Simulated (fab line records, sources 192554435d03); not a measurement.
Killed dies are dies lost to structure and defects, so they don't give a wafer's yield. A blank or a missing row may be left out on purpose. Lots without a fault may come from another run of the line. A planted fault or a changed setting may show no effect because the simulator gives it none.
Split-lot experiment | flow n5_finfet | 7 lots, 21 wafers read, on a route of 1938 steps

THE SPLIT
At N5_MOL_CONTACT_COAG_EXPOSE_81 (exposes mask VG, defocus 0 nm), the setting dose_mj was moved away from the recipe's 59.5 on 8 of the 21 wafers read, by -6.3% to +4.8%. The other wafers ran this setting at the recipe's value.

FROM THE SPLIT TO THE READING: what the file shows between them, 10 steps
- N5_MOL_CONTACT_COAG_PEB_82: peb time 60 s
- N5_MOL_CONTACT_COAG_DEVELOP_83: develop time 30 s
- N5_MOL_CONTACT_COAG_DESCUM_88: chemistry O2, time 7 s
- N5_MOL_CONTACT_COAG_ETCH_89: etches underlayer in N2/H2, target depth 13 nm, time 10.4 s
- N5_MOL_CONTACT_COAG_ETCH_90: etches SiARC in CF4, target depth 13 nm, time 21.7 s
- N5_MOL_CONTACT_COAG_ETCH_91: etches SOC in N2/H2, target depth 60 nm, overetch 21 nm, time 101.2 s (also split here: time_s)
- N5_MOL_CONTACT_COAG_STRIP_92: strips in N2/H2
- N5_MOL_CONTACT_COAG_STRIP_93: strips in N2/H2
- N5_MOL_CONTACT_COAG_PRECLEAN_144: cleans in alkaline clean, time 60 s
- N5_MOL_CONTACT_COAG_SRD_145: time 30 s

THE READING
cd_nm, in nm, at N5_MOL_CONTACT_COAG_CD_MEAS_137 (target cd 16 nm). Fault-free wafers of this fab line usually give 15.9 nm, standard deviation 0.32 nm.

wafer  | tool, chamber at the split | dose_mj as run | against the recipe | cd_nm, nm | against lot-mates on the recipe
L076.1 | euv_scanner-01, 0          | 59.5           | recipe             | 16.4      | -
L076.2 | euv_scanner-01, 0          | 62.33          | +4.8%              | 16.7      | +0.4
L076.4 | euv_scanner-01, 0          | 59.5           | recipe             | 16.2      | -
L083.1 | euv_scanner-01, 0          | 61.33          | +3.1%              | 16.3      | +0.6
L083.3 | euv_scanner-01, 0          | 61.33          | +3.1%              | 16.3      | +0.6
L083.4 | euv_scanner-01, 0          | 59.5           | recipe             | 15.7      | -
L088.3 | euv_scanner-02, 0          | 55.73          | -6.3%              | 14.5      | -1.7
L088.5 | euv_scanner-02, 0          | 59.5           | recipe             | 16.2      | -
L088.6 | euv_scanner-02, 0          | 55.73          | -6.3%              | 14.6      | -1.6
L089.1 | euv_scanner-02, 0          | 59.5           | recipe             | 15.7      | -
L089.2 | euv_scanner-02, 0          | 59.5           | recipe             | 16.3      | -
L089.5 | euv_scanner-02, 0          | 59.5           | recipe             | 15.9      | -
L090.1 | euv_scanner-02, 0          | 62.28          | +4.7%              | 16.6      | +1.0
L090.3 | euv_scanner-02, 0          | 59.5           | recipe             | 15.6      | -
L090.4 | euv_scanner-02, 0          | 62.28          | +4.7%              | 16.8      | +1.2
L093.1 | euv_scanner-01, 0          | 59.5           | recipe             | 15.7      | -
L093.3 | euv_scanner-01, 0          | 59.5           | recipe             | 15.8      | -
L093.5 | euv_scanner-01, 0          | 59.5           | recipe             | 16.0      | -
L096.1 | euv_scanner-01, 0          | 59.5           | recipe             | 15.8      | -
L096.2 | euv_scanner-01, 0          | 59.5           | recipe             | 15.4      | -
L096.3 | euv_scanner-01, 0          | 61.37          | +3.1%              | 15.7      | +0.1

THE FIT
A straight line over all 21 wafers: cd_nm changes by +0.177 nm for each +1% of dose_mj; r = +0.87; the points scatter about the line by 0.3 nm.
The same after taking each lot's own level away (the mean of its wafers on the recipe; 21 wafers): +0.217 nm for each +1%; r = +0.94; scatter 0.24 nm.
On that fit, the largest move of dose_mj shifts the reading by 1.4 nm.
The lots' own levels span 15.60 to 16.30 nm, that is 2.2 times the standard deviation above.
So the lot-to-lot level changes the slope: the two fits differ.
Check: with one of the wafers moved furthest among these (-6.3%) left out of the fit, the line predicts -1.34 nm for it against its lot-mates. It came out at -1.7 nm against them.

OTHER SPLITS ON THESE WAFERS
These wafers also went through other splits before the reading. Each is held against what the fit with the lots' levels taken away leaves over:
other split on the same wafers        | wafers away from the commonest value | r with cd_nm (lot level and that fit taken away)
N5_HKMG_FIN_COAT_43 spin_rpm          | 5                                    | +0.31
N5_HKMG_FIN_ETCH_54 source_w          | 6                                    | +0.13
N5_GATE_CUT_CUT_ETCH_54 bias_w        | 8                                    | +0.05
N5_MOL_CONTACT_COAG_ALD_27 ald_cycles | 8                                    | +0.10
N5_MOL_CONTACT_COAG_COAT_76 spin_rpm  | 5                                    | +0.12
N5_MOL_CONTACT_COAG_ETCH_91 time_s    | 7                                    | +0.33

THE FILE'S OWN FIT
cd_nm changes by +0.189 nm for each +1% of dose_mj, r = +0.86.
